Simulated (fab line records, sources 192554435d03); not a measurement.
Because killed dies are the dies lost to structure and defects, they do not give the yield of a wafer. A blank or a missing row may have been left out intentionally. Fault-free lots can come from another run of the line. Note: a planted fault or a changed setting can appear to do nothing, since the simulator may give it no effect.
Which tool is to blame? | flow n5-finfet | 24 wafers from 8 lots sampled at 7 of the route's 1938 steps

== WHAT THE GAUGES READ, wafer by wafer ==
N5_BEOL_M4_RC_MEAS_101.
lot  | measured     | on        | DIBL_N (mV/V)  | DIBL_P (mV/V)  | IOFF_N (nA/um) | IOFF_P (nA/um) | ION_N (uA/um) | ION_P (uA/um) | SS_N (mV/dec)  | SS_P (mV/dec)  | VT_N (mV)   | VT_P (mV)
L648 | day 8 16:08  | prober-02 | 37.9 37.5 36.5 | 37.5 37.1 36.5 | 0.20 0.21 0.18 | 0.24 0.24 0.22 | 697 696 685   | 470 476 471   | 71.8 71.3 71.8 | 73.1 73.3 72.8 | 243 242 245 | -249 -247 -247
L650 | day 8 21:51  | prober-02 | 38.8 37.0 37.7 | 38.2 35.9 37.0 | 0.23 0.18 0.20 | 0.28 0.24 0.26 | 697 688 693   | 472 469 472   | 71.3 71.5 71.6 | 74.5 73.4 74.2 | 248 247 247 | -245 -248 -246
L659 | day 11 11:20 | prober-01 | 34.2 36.2 36.8 | 35.5 37.2 38.8 | 0.12 0.15 0.18 | 0.17 0.19 0.22 | 664 677 686   | 455 457 465   | 70.5 70.7 71.7 | 73.1 73.5 74.0 | 252 249 247 | -254 -250 -250
L661 | day 11 11:36 | prober-02 | 38.1 35.3 36.1 | 39.7 36.3 37.3 | 0.23 0.17 0.19 | 0.26 0.21 0.22 | 695 685 688   | 469 467 466   | 73.0 71.8 71.5 | 73.4 73.4 73.4 | 244 250 248 | -248 -250 -252
L665 | day 12 18:10 | prober-02 | 38.1 37.3 36.4 | 39.1 38.4 37.8 | 0.23 0.21 0.19 | 0.26 0.26 0.24 | 689 701 693   | 467 477 473   | 72.1 71.9 71.6 | 73.5 73.4 74.1 | 245 243 247 | -246 -247 -248
L668 | day 13 05:24 | prober-01 | 35.0 35.4 38.7 | 34.1 34.3 38.4 | 0.12 0.12 0.18 | 0.17 0.17 0.23 | 665 669 678   | 457 455 464   | 71.3 71.1 72.1 | 72.2 72.6 74.3 | 252 252 247 | -251 -255 -248
L670 | day 13 22:10 | prober-01 | 39.0 36.7 35.6 | 37.7 36.5 34.4 | 0.19 0.16 0.13 | 0.24 0.24 0.19 | 679 689 679   | 463 480 464   | 73.4 70.5 71.2 | 74.3 73.0 72.9 | 246 248 250 | -247 -246 -252
L669 | day 13 22:52 | prober-02 | 38.3 36.6 35.1 | 38.7 36.7 35.0 | 0.19 0.14 0.14 | 0.25 0.23 0.20 | 673 654 668   | 469 459 462   | 72.7 71.7 71.7 | 73.5 73.3 73.1 | 246 253 250 | -248 -248 -249

N5_BEOL_M10_THK_MEAS_53: measures by xrf.
lot  | measured     | on            | M10_THK (nm)
L648 | day 10 22:07 | film-metro-02 | 136.8 141.4 138.7
L650 | day 11 08:06 | film-metro-01 | 136.5 137.7 135.1
L659 | day 13 19:31 | film-metro-01 | 137.7 245.0 246.5
L661 | day 13 21:43 | film-metro-01 | 258.5 138.1 248.9
L665 | day 15 06:50 | film-metro-02 | 134.1 136.8 135.7
L668 | day 15 12:42 | film-metro-01 | 136.4 137.6 138.6
L670 | day 16 02:40 | film-metro-02 | 137.8 141.0 138.8
L669 | day 16 03:59 | film-metro-01 | 143.7 140.8 142.4

N5_BEOL_M10_INSPECT_58: inspects for defects (darkfield).
lot  | measured     | on                | raw-defect-count
L648 | day 10 22:19 | defect-inspect-02 | 75 80 52
L650 | day 11 08:17 | defect-inspect-02 | 37 27 43
L659 | day 13 19:41 | defect-inspect-02 | 63 2225 2310
L661 | day 13 21:53 | defect-inspect-01 | 2250 40 2239
L665 | day 15 06:59 | defect-inspect-02 | 71 46 47
L668 | day 15 12:52 | defect-inspect-02 | 82 54 47
L670 | day 16 02:49 | defect-inspect-02 | 54 46 44
L669 | day 16 04:09 | defect-inspect-01 | 73 78 68

== EACH LOT AND THE TOOL THAT RAN IT (in order: tool; ch and the chambers of the sampled wafers; start) ==
lot  | N5_BEOL_M10_STRIP_36               | N5_BEOL_M10_DEGAS_44         | N5_BEOL_M10_ALD_74                  | N5_BEOL_M10_CMP_52
L648 | rie-diel-06 ch 0,1,2, day 10 17:11 | pvd-sputter-01, day 10 20:12 | ald-metal-03 ch 0,2,3, day 10 20:19 | cmp-01 ch 1,2,3, day 10 21:50
L650 | rie-diel-06 ch 0,1,3, day 11 05:28 | pvd-sputter-03, day 11 06:22 | ald-metal-03 ch 0,1,2, day 11 06:28 | cmp-02 ch 0,2,3, day 11 07:48
L659 | rie-diel-06 ch 0,3, day 13 16:04   | pvd-sputter-02, day 13 18:09 | ald-metal-01 ch 2,3, day 13 18:15   | cmp-02 ch 0,1,2, day 13 19:18
L661 | rie-diel-06 ch 2,3, day 13 17:10   | pvd-sputter-02, day 13 18:33 | ald-metal-03 ch 0,1,3, day 13 18:40 | cmp-02 ch 0,1,2, day 13 21:28
L665 | rie-diel-03 ch 0,2,3, day 15 02:34 | pvd-sputter-02, day 15 05:17 | ald-metal-01 ch 1,2,3, day 15 05:23 | cmp-04 ch 1,3, day 15 06:34
L668 | rie-diel-06 ch 1,3, day 15 08:38   | pvd-sputter-02, day 15 09:38 | ald-metal-01 ch 1,2, day 15 09:51   | cmp-04 ch 1,3, day 15 12:26
L670 | rie-diel-06 ch 0,3, day 16 00:12   | pvd-sputter-02, day 16 00:58 | ald-metal-04 ch 0,2,3, day 16 01:04 | cmp-04 ch 0,1,2, day 16 02:24
L669 | rie-diel-02 ch 2,3, day 16 00:25   | pvd-sputter-03, day 16 01:26 | ald-metal-03 ch 1,2,3, day 16 01:32 | cmp-01 ch 0,1,3, day 16 03:46
- N5_BEOL_M10_STRIP_36: strips in N2/H2.
- N5_BEOL_M10_DEGAS_44: time 60 s.
- N5_BEOL_M10_ALD_74: deposits TaN, target thk 2 nm, pulse time 2 s, purge time 3 s.
- N5_BEOL_M10_CMP_52: polishes, stops on SiCOH lowk, t overpolish 7 s, target thk 140 nm.

== WHAT THE TOOLS THEMSELVES READ (means of the sampled wafers that have a number; where no wafer has one, the mark that the record gives instead) ==
N5_BEOL_M10_STRIP_36.
lot  | tool        | drypump-motor-current-A (A) | oes-product-au (a.u.) | rf-vpp-V (V) | showerhead-plenum-p-Torr (Torr) | throttle-valve-pct (%)
L648 | rie-diel-06 | 5.8                         | 0.80                  | 59.0         | 2.62                            | 23.8
L650 | rie-diel-06 | 5.5                         | 0.73                  | 59.2         | 2.52                            | 23.8
L659 | rie-diel-06 | 5.4                         | 0.71                  | 56.5         | 2.48                            | 23.6
L661 | rie-diel-06 | 5.6                         | 0.77                  | 58.9         | 2.50                            | 23.4
L665 | rie-diel-03 | 5.9                         | 0.80                  | 59.8         | 2.53                            | 23.8
L668 | rie-diel-06 | 5.4                         | 0.87                  | 59.9         | 2.47                            | 23.6
L670 | rie-diel-06 | 5.5                         | 0.70                  | 59.4         | 2.47                            | 23.7
L669 | rie-diel-02 | 5.5                         | 0.93                  | 58.8         | 2.49                            | 23.4

N5_BEOL_M10_DEGAS_44.
lot  | tool           | heater-power-w (W)
L648 | pvd-sputter-01 | 328
L650 | pvd-sputter-03 | 334
L659 | pvd-sputter-02 | 332
L661 | pvd-sputter-02 | 305
L665 | pvd-sputter-02 | 341
L668 | pvd-sputter-02 | 338
L670 | pvd-sputter-02 | 282
L669 | pvd-sputter-03 | 309

N5_BEOL_M10_ALD_74.
lot  | tool         | chamber-pressure-Torr (Torr) | heater-power-w (W)
L648 | ald-metal-03 | 3.000                        | 393
L650 | ald-metal-03 | 2.996                        | 381
L659 | ald-metal-01 | 3.000                        | 389
L661 | ald-metal-03 | 3.005                        | 423
L665 | ald-metal-01 | 2.996                        | 411
L668 | ald-metal-01 | 2.996                        | 422
L670 | ald-metal-04 | 2.998                        | 419
L669 | ald-metal-03 | 3.002                        | 367

N5_BEOL_M10_CMP_52.
lot  | tool   | barrier-field-endpoint-s (s) | head-pressure-psi (psi) | motor-current-A (A) | overpolish-run-s (s) | time-to-endpoint-s (s)
L648 | cmp-01 | 29.2                         | 1.0007                  | 5.9                 | 7.006                | 67
L650 | cmp-02 | 29.1                         | 1.0002                  | 5.9                 | 6.991                | 67
L659 | cmp-02 | 41.2                         | 1.0013                  | 6.0                 | 2.358                | 81
L661 | cmp-02 | 40.9                         | 1.0001                  | 6.1                 | 2.363                | 81
L665 | cmp-04 | 26.9                         | 0.9990                  | 5.6                 | 7.000                | 61
L668 | cmp-04 | 28.1                         | 1.0023                  | 5.3                 | 7.002                | 60
L670 | cmp-04 | 28.3                         | 0.9990                  | 5.9                 | 7.000                | 66
L669 | cmp-01 | 29.3                         | 0.9994                  | 5.7                 | 6.999                | 69

== THE ANSWER, worked out from the rows above alone ==
Rule: usual is defined by the lots themselves. Put in order of their means at a reading, lots are off if they are a third of the lots or fewer, leave a main group of 4 or more, and stand apart from it by a gap of 3 or more times the standard deviation of the main group's means; of several such gaps the widest counts. A main group is skipped when, at the precision printed for the reading in the tables above, its means are all equal. A lot without any number at a reading at which 4 lots or more have one is off too. Any other lot the step has rows for is counted as sound. The gauges are gone through in route order, then the tools' own readings, and for those a lot's mean is taken as printed above. At the first step where some lot is off, the reading lying furthest off is the one used; lots without a number count as furthest.
Off: at N5_BEOL_M10_THK_MEAS_53 (M10_THK), L659, L661. The main group: mean 138.3 nm, standard deviation 2.2.
If a tool, at a process step before that reading, ran all the lots that are off and no sound lot after the first of them, it fits. Not tried: the gauges at N5_BEOL_M10_THK_MEAS_53; whatever is off there is also off at N5_BEOL_M10_INSPECT_58, on other tools, and gauge error can't account for it. One candidate fits, namely cmp-02 at N5_BEOL_M10_CMP_52. Its last sound lot is L650 (day 11 07:48), its first lot that is off L659 (day 13 19:18): a fault that began between those two fits.
The tool's own readings at N5_BEOL_M10_CMP_52 bear it out: on the lots that are off they differ by more than 5 times the standard deviation of the sound lots' means. barrier-field-endpoint-s reads 41.0 s there against 28.5 s on the sound lots; overpolish-run-s reads 2.361 s there against 7.000 s on the sound lots.

== WHAT THE SIMULATOR HAD PUT IN ==
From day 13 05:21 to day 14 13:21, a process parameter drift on cmp-02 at N5_BEOL_M10_CMP_52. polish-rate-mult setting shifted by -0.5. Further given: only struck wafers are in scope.
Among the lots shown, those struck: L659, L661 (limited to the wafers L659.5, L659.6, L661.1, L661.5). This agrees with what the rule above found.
